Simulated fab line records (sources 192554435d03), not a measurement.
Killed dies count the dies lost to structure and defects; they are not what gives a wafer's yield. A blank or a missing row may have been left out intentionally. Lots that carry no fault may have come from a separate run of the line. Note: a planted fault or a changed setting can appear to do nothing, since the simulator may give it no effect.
Comparing a struck lot with a sound one ; flow n5-finfet ; 16 steps out of a route of 1938
Sound: the wafers L366.2, L366.4, L366.6. Wafers L374.1, L374.3, L374.4 were the ones struck. Last of all comes the cause.
At each step with rows: each side's tool, then ch and its chambers, then its first start. Under that, the readings that differ: sound wafers ; struck wafers ; difference of the means ; sigmas: that difference in standard deviations of wafers without a fault.
alike: a reading whose means differ by less than 2 such deviations, as well as words and numbers matching on both sides. not compared: withheld readings; readings where some wafer has no value; bounds like >300 that might hide an equal value; numbers whose values overlap and for which the record gives no deviation.
The two part at a step that has a row with sigmas, a row that says differs or no value, or rows on one side only. Numbers that have no deviation but don't overlap get no sigmas and don't part them. A reading missing from all wafers of one side parts the sides only when that side holds two or more wafers.

N5_HKMG_FIN_STRIP_34: strips in CF4.
  sound on rie-diel-04 ch 0,3, day 4 09:37; struck on rie-diel-03 ch 1,2,3, day 6 09:11
  alike: chamber-pressure-mTorr, drypump-motor-current-A, oes-product-au, rf-vpp-V, showerhead-plenum-p-Torr, throttle-valve-pct
  not compared: rf-hours-counter-h
then, 3 steps without rows for these wafers: N5_HKMG_FIN_ETCH_35 (etches SOC in N2/H2, target depth 215.8 nm, time 243.4 s); N5_HKMG_FIN_STRIP_92 (strips SOC in N2/H2, time 20 s); N5_HKMG_FIN_WET_ETCH_18 (etches TiN in SC1, time 55 s, target depth 5.2 nm, rinse time 30 s).
N5_HKMG_FIN_STRIP_19: strips in N2/H2, time 360 s.
  sound on plasma-asher-02 ch 0,1, day 4 09:56; struck on plasma-asher-01 ch 0,1, day 6 09:29
  alike: drypump-motor-current-A, heater-power-w, n2-flow-sccm, temp-c
  not compared: rf-hours-counter-h
N5_HKMG_FIN_ALD_91: deposits TiN, target thk 1 nm, pulse time 1 s, purge time 3 s.
  sound on ald-metal-01 ch 0,3, day 4 10:19; struck on ald-metal-01 ch 0,2,3, day 6 09:53
  alike: ald-cycles, heater-power-w, precursor-pulse-height-rel, susceptor-temp-C
then, 4 steps without rows for these wafers: N5_HKMG_FIN_COAT_85 (time 60 s, resist thk 300 nm); N5_HKMG_FIN_ETCH_86 (etches SOC in N2/H2, stops on TiN, target depth 393.2 nm); N5_HKMG_FIN_STRIP_89 (strips SOC in N2/H2, time 20 s); N5_HKMG_FIN_WET_ETCH_87 (etches TiN in SC1, time 154.2 s, target depth 4.7 nm, rinse time 30 s).
N5_HKMG_FIN_STRIP_88: strips in N2/H2, time 360 s.
  sound on plasma-asher-02 ch 1, day 4 10:55; struck on plasma-asher-01 ch 0,1, day 6 10:28
  alike: drypump-motor-current-A, heater-power-w, n2-flow-sccm, temp-c
  not compared: rf-hours-counter-h
N5_HKMG_FIN_NWFM_ALD_20: deposits TiAlC, target thk 2 nm, pulse time 3 s, purge time 2 s.
  sound on ald-metal-03 ch 0,1,3, day 4 11:18; struck on ald-metal-02 ch 0,1,2, day 6 10:51
  alike: ald-cycles, heater-power-w, precursor-pulse-height-rel, susceptor-temp-C
N5_HKMG_FIN_ALD_71: deposits TiN, target thk 1 nm, pulse time 1 s, purge time 3 s.
  sound on ald-metal-03 ch 0,1,3, day 4 11:24; struck on ald-metal-02 ch 0,1,2, day 6 10:57
reading;sound;struck;difference;sigmas
ald-cycles;47 47 47;49 49 49;+2;
  alike: heater-power-w, precursor-pulse-height-rel, susceptor-temp-C
then, 1 step without rows for these wafers: N5_HKMG_FIN_COAT_66 (time 60 s, resist thk 300 nm).
-- here the record skips 4 days between the struck wafers' starts before and after, leaving off in module HKMG_FIN and picking up in module BEOL_M4 (first step shown: number 1111 of the route) --
N5_BEOL_M4_RC_MEAS_101:
  sound on prober-01 ch 0, day 8 01:27; struck on prober-02 ch 0, day 10 04:01
reading;sound;struck;difference;sigmas
IOFF_N (nA/um);0.136 0.140 0.144;0.163 0.209 0.238;+0.063;+2
VT_N (mV);254 254 250;249 246 240;-8;-2
  alike: DIBL_N, DIBL_P, IOFF_P, ION_N, ION_P, SS_N, SS_P, VT_P
next, for these wafers, 1 step has no rows: N5_PASSIVATION_PROBE_49.

WHERE THEY PART
Only at N5_BEOL_M4_RC_MEAS_101, within this record.

WHY: what the simulator had put in
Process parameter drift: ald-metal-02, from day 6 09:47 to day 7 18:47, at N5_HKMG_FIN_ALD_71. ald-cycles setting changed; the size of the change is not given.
